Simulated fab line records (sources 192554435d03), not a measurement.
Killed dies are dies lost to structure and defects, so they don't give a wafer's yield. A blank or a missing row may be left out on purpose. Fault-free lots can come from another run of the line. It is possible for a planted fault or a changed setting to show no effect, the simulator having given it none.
The same fault as seen by 2 desks | flow n5-finfet | what lay behind the numbers comes last; until then each desk has only its own

== FOR THE TOOL OWNER'S DESK: litho-track-03 ==
The tool's own readings at N5_ZERO_LAYER_COAT_05 (resist thk 1000 nm): means of the sampled wafers that have a number, for each lot that ran on this tool. The brackets show how far a lot's mean lies from the usual mean; more than 4 standard deviations puts the lot out of limits, marked OUT.
Columns: A = spin-speed-rpm at N5_ZERO_LAYER_COAT_05, usual 1499.9 rpm
lot  | first seen here | A
L920 | day 3 00:23     | 1500.0
L923 | day 3 18:22     | 1500.3
L930 | day 5 12:22     | 1563.4 (+65) OUT
L934 | day 6 12:22     | 1563.8 (+66) OUT
This desk finds L930, L934 out of limits, L930 being first, at day 5 12:22 (spin-speed-rpm at N5_ZERO_LAYER_COAT_05). In limits: L920, L923.

== METROLOGY DESK ==
Lot by lot, what the gauges showed, no matter which tool ran the lot: averages of those sampled wafers that carry a number. The brackets show how far a lot's mean lies from the usual mean; more than 4 standard deviations puts the lot out of limits, marked OUT. Only the readings that lie furthest out on some lot appear, 7 of the 11 it has.
Columns: A = DIBL_N at N5_BEOL_M4_RC_MEAS_101, usual 36.5 mV/V; B = IOFF_N at N5_BEOL_M4_RC_MEAS_101, usual 0.163 nA/um; C = IOFF_P at N5_BEOL_M4_RC_MEAS_101, usual 0.22 nA/um; D = ION_N at N5_BEOL_M4_RC_MEAS_101, usual 673 uA/um; E = ION_P at N5_BEOL_M4_RC_MEAS_101, usual 462 uA/um; F = VT_N at N5_BEOL_M4_RC_MEAS_101, usual 249.8 mV; G = VT_P at N5_BEOL_M4_RC_MEAS_101, usual -250 mV
lot  | first seen here | A    | B     | C    | D   | E   | F     | G
L914 | day 1 17:07     | 35.9 | 0.153 | 0.19 | 667 | 457 | 251.2 | -254
L917 | day 2 11:26     | 36.4 | 0.167 | 0.24 | 676 | 470 | 250.5 | -249
L920 | day 3 05:10     | 37.1 | 0.163 | 0.22 | 677 | 464 | 250.0 | -251
L921 | day 3 11:04     | 37.2 | 0.172 | 0.21 | 675 | 454 | 247.5 | -252
L923 | day 3 23:32     | 34.6 | 0.132 | 0.16 | 661 | 449 | 253.7 | -257
L930 | day 5 17:20     | 36.5 | 0.170 | 0.22 | 672 | 461 | 248.1 | -249
L931 | day 5 23:32     | 37.1 | 0.185 | 0.23 | 686 | 466 | 247.1 | -248
L934 | day 6 17:11     | 35.8 | 0.154 | 0.19 | 669 | 453 | 251.4 | -255
L936 | day 7 05:37     | 36.6 | 0.142 | 0.19 | 667 | 458 | 252.9 | -250
This desk found nothing out of limits on any of the 9 lots.

== BROUGHT TOGETHER ==
The tool owner's desk could have raised an alarm at day 5 12:22, on L930, L934.
At the metrology desk, nothing out of limits was observed.
The metrology desk has L930, L934 on record, within its limits.
All the named lots went through N5_ZERO_LAYER_COAT_05 on litho-track-03.

== WHAT THE SIMULATOR HAD INSERTED ==
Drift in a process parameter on litho-track-03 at N5_ZERO_LAYER_COAT_05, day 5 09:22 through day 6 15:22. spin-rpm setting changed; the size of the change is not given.
Struck lots among those shown: L930, L934.
Each desk's first reading out of limits, in hours after the fault started: the tool owner's desk, 3.
